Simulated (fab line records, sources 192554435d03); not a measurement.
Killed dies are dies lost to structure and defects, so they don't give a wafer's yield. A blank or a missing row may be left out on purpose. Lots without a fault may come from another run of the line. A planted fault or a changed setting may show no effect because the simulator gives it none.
Problem report in the 8D (eight disciplines) form, filled by code | flow n5_finfet | the parts of the form that need people (team, actions taken, sign-off) are left out

1. THE PROBLEM
trench_depth_nm at N5_STI_FIN_REVEAL_FIN_H_MEAS_10 reads a mean of 47.6 nm on 4 wafers of 3 lots; wafers without a fault read 51.9 nm with a standard deviation of 0.58. That is -7.4 standard deviations from the usual mean.
First seen on wafer L397.4, day 7 09:32, on ocd-02. The record holds 30 wafers of 10 lots with a number at this step. Rule for "out", or "out of limits": more than 4 standard deviations from the usual mean. The other wafers with a number count as sound.

2. WHAT IT IS AND WHAT IT IS NOT
question                    | is                             | is not
which readings at this step | trench_depth_nm                | -
which lots                  | L397, L398, L400               | L381, L382, L384, L385, L386, L391, L402
which wafers of those lots  | L397.4, L398.5, L400.1, L400.4 | L397.2, L397.3, L398.3, L398.6, L400.6
read on which gauges        | ocd-01, ocd-02                 | -
when                        | from day 7 09:32               | up to then (20 sound wafers); but 6 sound wafers of L398, L400, L402 came after

3. SUSPECTS, AND WHAT RULES EACH OUT
Counting: a tool at a process step up to the reading stays a suspect if it ran every lot that is out. Sound lots after the first of them don't rule it out here, since some wafers of a struck lot are sound.
- the gauge at N5_STI_FIN_REVEAL_FIN_H_MEAS_10: ruled out. The wafers that are out were read on 2 gauges (ocd-01, ocd-02).
- rie_diel-02 at N5_STI_FIN_REVEAL_ETCHBACK_08 (etches SiO2 in C4F6/O2, target depth 30.5 nm, time 10.167 s): kept. It ran every lot that is out, first L397 (day 7 06:22); its last sound lot up to then is L391 (day 5 13:38).
Left after counting: rie_diel-02 at N5_STI_FIN_REVEAL_ETCHBACK_08.

4. THE CAUSE (what the simulator had put in)
Process parameter drift: rie_diel-02, from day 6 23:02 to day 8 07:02, at N5_STI_FIN_REVEAL_ETCHBACK_08. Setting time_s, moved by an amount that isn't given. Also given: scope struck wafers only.
Counting left only this tool.

5. THE CHAIN OF EFFECTS, in route order
Each row: a reading whose mean over the struck wafers that have a number lies more than 3 standard deviations from the usual. Only readings for which the record gives a usual standard deviation are gone through. hours: the time from each lot's start at the first step in this table that gives one to its start at this step, as a median over the lots. sigmas: the change in usual standard deviations.
hours | step                            | reading         | usual   | on struck wafers | change | sigmas
0     | N5_STI_FIN_REVEAL_FIN_H_MEAS_10 | trench_depth_nm | 51.9 nm | 47.6             | -4.3   | -7.4

6. WHAT WOULD HAVE CAUGHT IT SOONER
In this record the first reading out of limits at a measuring or inspecting step was taken at day 7 09:32, 10 hours after the fault began at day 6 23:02.
Of the tool readings at N5_STI_FIN_REVEAL_ETCHBACK_08 for which the record gives a usual standard deviation, none was out on any struck wafer, so an alarm limit of 4 standard deviations on them would not have fired.
Of the lots that are out (3), L398, L400 began N5_STI_FIN_REVEAL_ETCHBACK_08 on rie_diel-02 after day 7 09:32. A hold on the tool at that time would have spared those 2.
